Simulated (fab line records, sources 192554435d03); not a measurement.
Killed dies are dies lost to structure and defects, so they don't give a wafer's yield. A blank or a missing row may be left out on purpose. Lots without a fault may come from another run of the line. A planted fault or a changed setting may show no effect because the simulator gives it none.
Chamber matching | flow n5_finfet | N5_FIN_CUT_CUT_ETCH_28 on rie_si-03: 4 sister chambers
The step etches Si in HBr/Cl2/O2, target depth 6 nm, time 2.4 s. 4 wafers are shown with their chamber, then 9 later ones without.

WAFERS WITH THEIR CHAMBER
wafer  | chamber | drypump_motor_current_A (A)
L079.3 | 0       | 5.5
L088.1 | 3       | 5.5
L088.2 | 1       | 5.7
L088.4 | 2       | 6.0

WAFERS WITHOUT THEIR CHAMBER
wafer  | drypump_motor_current_A (A)
L089.2 | 5.7
L089.4 | 5.5
L089.5 | 6.0
L091.1 | 5.9
L091.2 | 5.7
L091.4 | 5.4
L097.1 | 5.5
L097.4 | 5.5
L097.6 | 5.5

WHICH CHAMBER EACH WENT THROUGH
wafer  | from the rows above     | in truth
L089.2 | 1                       | 1
L089.4 | can't be placed: 0 or 3 | 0
L089.5 | 2                       | 2
L091.1 | 2                       | 2
L091.2 | 1                       | 1
L091.4 | can't be placed: 0 or 3 | 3
L097.1 | can't be placed: 0 or 3 | 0
L097.4 | can't be placed: 0 or 3 | 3
L097.6 | can't be placed: 0 or 3 | 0
Placed correctly: 4 of 9. Can't be placed from these rows: 5 (the true chamber is among the candidates in 5). Placed wrongly: 0.
How it was worked out, from the rows above alone: a wafer's distance from a chamber is the root of the sum, over the readings, of the square of ((its reading less the chamber's mean) divided by the reading's scatter). The wafer belongs to the nearest chamber; if the next one is less than 2 further off, it can't be placed. A chamber's mean is the mean of its shown wafers. The scatter: with one shown wafer a chamber, the root of the mean of the squares of how far each hidden wafer lies from its nearest shown one.
